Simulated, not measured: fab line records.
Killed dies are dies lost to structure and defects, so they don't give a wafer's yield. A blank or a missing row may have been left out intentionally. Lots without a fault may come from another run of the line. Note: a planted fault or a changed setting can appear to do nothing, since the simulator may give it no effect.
A struck lot beside a sound one | flow n5-finfet | 37 out of 1938 route steps
Sound: wafers L475.2, L475.4, L475.5. Wafers L490.1, L490.4, L490.5 were the ones struck. At the end, the cause is stated.
Order at every step that has rows: each side's tool, ch and its chambers, its first start. Under that, the readings that differ: sound wafers | struck wafers | difference of the means | sigmas: that difference in standard deviations of wafers without a fault.
alike: readings with means less than 2 such deviations apart, plus words and numbers identical on both sides. not compared: withheld readings, readings lacking a value on some wafer, bounds such as >300 that could conceal the same value, and numbers that have no deviation in the record and whose values overlap.
Wherever a step has rows on one side only, a row that says differs or no value, or a row with sigmas, the two part there. When numbers do not overlap yet have no deviation, they are printed without sigmas and do not part them. A reading missing from all wafers of one side parts the sides only when that side holds two or more wafers.

first, 9 steps without rows for these wafers: N5_BEOL_M4_ANNEAL_95 (time 240 s); N5_BEOL_M4_SPUTTER_96 (material Cu, target thk 4.5 nm, time 8.29 s); N5_BEOL_M4_ECD_50 (material Cu, target thk 300 nm); N5_BEOL_M4_ANNEAL_51 (time 90 s); N5_BEOL_M4_CMP_52 (polishes, stops on SiOC, t overpolish 6.8 s, target thk 40 nm); N5_BEOL_M4_PRE_CLEAN_60 (time 15 s); N5_BEOL_M4_CO_CAP_55 (material Co, precursor CCTBA/H2, target thk 2 nm, time 102.1 s); N5_BEOL_M4_PRE_CLEAN_56 (time 15 s); N5_BEOL_M4_DEP_57 (deposits SiCN from 3MS/NH3, target thk 8 nm, time 14 s).
N5_BEOL_M4_RC_MEAS_101:
  sound on prober-01 ch 0, day 9 18:02; struck on prober-02 ch 0, day 14 01:43
  alike: DIBL_N, DIBL_P, IOFF_N, IOFF_P, ION_N, ION_P, SS_N, SS_P, VT_N, VT_P
then, 24 steps without rows for these wafers: N5_BEOL_M5_ILD_DEP_00 (deposits SiCOH lowk from DEMS/porogen, target thk 140.64 nm, time 25.9 s); N5_BEOL_M5_CURE_79 (cures SiCOH lowk, time 240 s); N5_BEOL_M5_PECVD_70 (deposits SiO2 from TEOS/O2, target thk 16 nm, time 18 s); N5_BEOL_M5_HM_DEP_02 (deposits TiN, target thk 20 nm); N5_BEOL_M5_COAT_59 (time 60 s, resist thk 60 nm); N5_BEOL_M5_COAT_60 (time 60 s, resist thk 12 nm); N5_BEOL_M5_COAT_71 (time 60 s, resist thk 5 nm); N5_BEOL_M5_COAT_05 (resist thk 30 nm); N5_BEOL_M5_EBR_07; N5_BEOL_M5_SOFTBAKE_06 (time 60 s); N5_BEOL_M5_EXPOSE_08 (exposes mask M5, target cd 28 nm); N5_BEOL_M5_PEB_09 (peb time 60 s); N5_BEOL_M5_DEVELOP_10 (develop time 30 s); N5_BEOL_M5_DESCUM_16 (chemistry O2, time 7 s); N5_BEOL_M5_ETCH_72 (etches underlayer in N2/H2, target depth 6.5 nm, time 5.2 s); N5_BEOL_M5_ETCH_61 (etches SiARC in CF4, target depth 15.6 nm, time 26 s); N5_BEOL_M5_ETCH_62 (etches SOC in N2/H2, target depth 75 nm, overetch 15 nm, time 112.5 s); N5_BEOL_M5_STRIP_63 (strips in N2/H2); N5_BEOL_M5_STRIP_73 (strips in N2/H2); N5_BEOL_M5_STRIP_64 (strips in CF4); N5_BEOL_M5_HM_OPEN_17 (chemistry Cl2/BCl3, target TiN, target depth 20 nm, overetch 6 nm); N5_BEOL_M5_STRIP_19 (strips in O2); N5_BEOL_M5_COAT_65 (time 60 s, resist thk 60 nm); N5_BEOL_M5_COAT_66 (time 60 s, resist thk 12 nm).
-- record jumps: 4 days separate the struck wafers' starts on either side; left off in module BEOL_M5, taken up again in module BEOL_M15, whose first shown step is the route's number 1820 --
N5_BEOL_M15_SPUTTER_44: material Ta, target thk 15 nm, time 24.19 s.
  sound on pvd-sputter-01 at day 13 04:25; struck on pvd-sputter-02 at day 18 00:48
  no value came back on the struck wafers for bias-v (V), cathode-dc-power-W (W), throttle-valve-pct (%); on the sound wafers bias-v (V) reads 80.5 81.1 79.8
N5_BEOL_M15_CMP_49: polishes, stops on SiO2, t overpolish 4.9 s, target thk 850 nm.
  sound on cmp-04 ch 1,2, day 13 05:44; struck on cmp-04 ch 0,1,2, day 18 01:40
  reading                      | sound             | struck         | difference | sigmas
  barrier-field-endpoint-s (s) | 11.30 11.20 11.44 | 5.70 5.75 5.54 | -5.65      | -19
  alike: edge-zone-pressure-frac, motor-current-A
N5_PASSIVATION_PROBE_49:
  sound on prober-02 at day 13 19:10; struck on prober-01 at day 18 15:39
  reading                  | sound          | struck         | difference | sigmas
  defect-limited-yield (%) | 91.7 90.2 89.5 | 84.9 83.0 83.6 | -6.6       | -5
  killed_at_M0_to_M3       | 43 52 55       | 16 18 21       | -32        | -3
  killed_at_M4_up          | 21 13 12       | 121 124 123    | +107       | +18
  killed-dies              | 98 116 124     | 178 201 193    | +78        | +5
  killed-on-rim            | 9 15 17        | 68 60 59       | +49        | +12
  sort_bin_5_function (%)  | 5.0 5.7 6.6    | 12.8 14.7 13.8 | +8.0       | +8
  sort_bin_6_memory (%)    | 3.1 3.9 3.6    | 1.9 2.0 2.4    | -1.4       | -2
  sort-n-pass              | 1082 1064 1056 | 1002 979 987   | -78        | -5
  sort-yield-pct (%)       | 91.7 90.2 89.5 | 84.9 83.0 83.6 | -6.6       | -5
  alike: killed-at-contacts, killed-at-front-end, killed-at-other, killed-open, killed-short

WHERE THEY PART
Last at N5_PASSIVATION_PROBE_49 as far as this record goes, first at N5_BEOL_M15_SPUTTER_44.

WHY: what the simulator had put in
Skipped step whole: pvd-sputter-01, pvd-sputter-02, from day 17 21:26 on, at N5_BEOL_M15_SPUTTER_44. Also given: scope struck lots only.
